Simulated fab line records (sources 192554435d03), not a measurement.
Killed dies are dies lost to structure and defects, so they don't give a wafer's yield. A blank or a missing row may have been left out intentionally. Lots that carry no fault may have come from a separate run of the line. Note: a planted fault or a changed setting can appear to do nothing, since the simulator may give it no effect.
Matching of chambers | flow n5-finfet | 4 sister chambers for N5_BEOL_M2_ETCH_74 on rie-diel-06
The step etches underlayer in N2/H2, target depth 6.5 nm, time 5.2 s. 16 wafers are shown with their chamber, then 8 later ones without.

== WAFERS, EACH WITH ITS CHAMBER ==
wafer  | chamber | showerhead-plenum-p-Torr (Torr) | drypump-motor-current-A (A) | throttle-valve-pct (%)
L074.1 | 2       | 2.49                            | 6.2                         | 17.7
L074.2 | 0       | 2.43                            | 4.9                         | 18.3
L074.3 | 3       | 2.66                            | 6.4                         | 18.1
L074.4 | 1       | 2.38                            | 5.9                         | 17.6
L074.5 | 1       | 2.38                            | 5.9                         | 17.6
L074.6 | 0       | 2.43                            | 4.9                         | 18.3
L075.4 | 3       | 2.66                            | 6.4                         | 18.1
L075.5 | 2       | 2.49                            | 6.2                         | 17.7
L075.6 | 1       | 2.38                            | 5.9                         | 17.6
L078.1 | 0       | 2.42                            | 4.9                         | 18.3
L078.4 | 3       | 2.66                            | 6.5                         | 18.2
L078.6 | 2       | 2.49                            | 6.2                         | 17.7
L079.1 | 2       | 2.49                            | 6.2                         | 17.7
L079.3 | 3       | 2.66                            | 6.5                         | 18.2
L079.6 | 2       | 2.49                            | 6.2                         | 17.7
L083.2 | 0       | 2.42                            | 4.9                         | 18.4

SIGNATURES (means of the wafers above)
reading                  | chamber 0 | chamber 1 | chamber 2 | chamber 3 | scatter within a chamber
showerhead-plenum-p-Torr | 2.4250    | 2.3800    | 2.4900    | 2.6600    | 0.00289
drypump-motor-current-A  | 4.900     | 5.900     | 6.200     | 6.450     | 0.0289
throttle-valve-pct       | 18.325    | 17.600    | 17.700    | 18.150    | 0.0382
Rule: for each reading, subtract the chamber's mean from the wafer's reading, divide by that reading's scatter and square the result; add these up over the readings and take the root, which gives the wafer's distance from the chamber. The wafer belongs to the nearest chamber; if the next one is less than 2 further off, it can't be placed. How the scatter is found: for the shown wafers, subtract from each reading the mean of its chamber, square and add these, divide the total by (wafers less chambers), then take the root.

== WAFERS MISSING THEIR CHAMBER ==
wafer  | showerhead-plenum-p-Torr (Torr) | drypump-motor-current-A (A) | throttle-valve-pct (%)
L083.5 | 2.70                            | 5.9                         | 17.2
L083.6 | 2.42                            | 4.9                         | 18.3
L088.1 | 2.41                            | 4.9                         | 18.4
L088.3 | 2.48                            | 6.2                         | 17.7
L088.4 | 2.65                            | 6.5                         | 18.2
L097.3 | 2.48                            | 6.2                         | 17.8
L097.5 | 2.68                            | 5.9                         | 17.3
L097.6 | 2.47                            | 6.2                         | 17.8

== THE CHAMBER EACH PASSED THROUGH ==
wafer  | from the rows above | in truth
L083.5 | 3                   | 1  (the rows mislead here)
L083.6 | 0                   | 0
L088.1 | 0                   | 0
L088.3 | 2                   | 2
L088.4 | 3                   | 3
L097.3 | 2                   | 2
L097.5 | 3                   | 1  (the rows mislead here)
L097.6 | 2                   | 2
Placed correctly: 6 of 8. Not placeable from these rows: 0. Wrongly placed: 2.
